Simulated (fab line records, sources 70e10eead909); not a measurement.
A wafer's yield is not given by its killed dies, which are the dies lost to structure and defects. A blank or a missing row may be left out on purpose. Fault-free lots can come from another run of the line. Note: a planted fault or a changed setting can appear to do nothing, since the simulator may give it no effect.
Chamber matching || flow nand harc || NHARC_P_M1_ETCH_35 on rie diel-04: 4 sister chambers
The step etches the open film in N2/H2, target depth 40 nm, overetch 12 nm, time 43.94 s. 4 wafers are shown with their chamber, then 12 later ones without.

## EACH WAFER AND ITS CHAMBER
{"wafer": "L089.5", "chamber": 3, "showerhead plenum p Torr (Torr)": 1.94}
{"wafer": "L091.2", "chamber": 2, "showerhead plenum p Torr (Torr)": 2.08}
{"wafer": "L091.5", "chamber": 1, "showerhead plenum p Torr (Torr)": 2.10}
{"wafer": "L091.6", "chamber": 0, "showerhead plenum p Torr (Torr)": 2.05}

## WAFERS WHOSE CHAMBER IS MISSING
{"wafer": "L092.1", "showerhead plenum p Torr (Torr)": 1.93}
{"wafer": "L092.2", "showerhead plenum p Torr (Torr)": 2.08}
{"wafer": "L092.5", "showerhead plenum p Torr (Torr)": 2.08}
{"wafer": "L093.2", "showerhead plenum p Torr (Torr)": 2.08}
{"wafer": "L093.4", "showerhead plenum p Torr (Torr)": 2.04}
{"wafer": "L093.5", "showerhead plenum p Torr (Torr)": 2.08}
{"wafer": "L095.3", "showerhead plenum p Torr (Torr)": 1.93}
{"wafer": "L095.5", "showerhead plenum p Torr (Torr)": 2.04}
{"wafer": "L095.6", "showerhead plenum p Torr (Torr)": 1.93}
{"wafer": "L096.1", "showerhead plenum p Torr (Torr)": 2.10}
{"wafer": "L096.2", "showerhead plenum p Torr (Torr)": 1.93}
{"wafer": "L096.5", "showerhead plenum p Torr (Torr)": 2.10}

## CHAMBER TAKEN BY EACH
{"wafer": "L092.1", "from the rows above": 3, "in truth": 3}
{"wafer": "L092.2", "from the rows above": 2, "in truth": 2}
{"wafer": "L092.5", "from the rows above": 2, "in truth": 2}
{"wafer": "L093.2", "from the rows above": 2, "in truth": 2}
{"wafer": "L093.4", "from the rows above": 0, "in truth": 0}
{"wafer": "L093.5", "from the rows above": 2, "in truth": 2}
{"wafer": "L095.3", "from the rows above": 3, "in truth": 3}
{"wafer": "L095.5", "from the rows above": 0, "in truth": 0}
{"wafer": "L095.6", "from the rows above": 3, "in truth": 3}
{"wafer": "L096.1", "from the rows above": 1, "in truth": 1}
{"wafer": "L096.2", "from the rows above": 3, "in truth": 3}
{"wafer": "L096.5", "from the rows above": 1, "in truth": 1}
Placed correctly: 12 of 12. Number that these rows cannot place: 0. Wrongly placed: 0.
How it was worked out, from the rows above alone: a wafer's distance from a chamber is the root of the sum, over the readings, of the square of ((its reading less the chamber's mean) divided by the reading's scatter). The wafer belongs to the nearest chamber; if the next one is less than 2 further off, it can't be placed. A chamber's mean is the mean of its shown wafers. The scatter: with one shown wafer a chamber, the root of the mean of the squares of how far each hidden wafer lies from its nearest shown one.
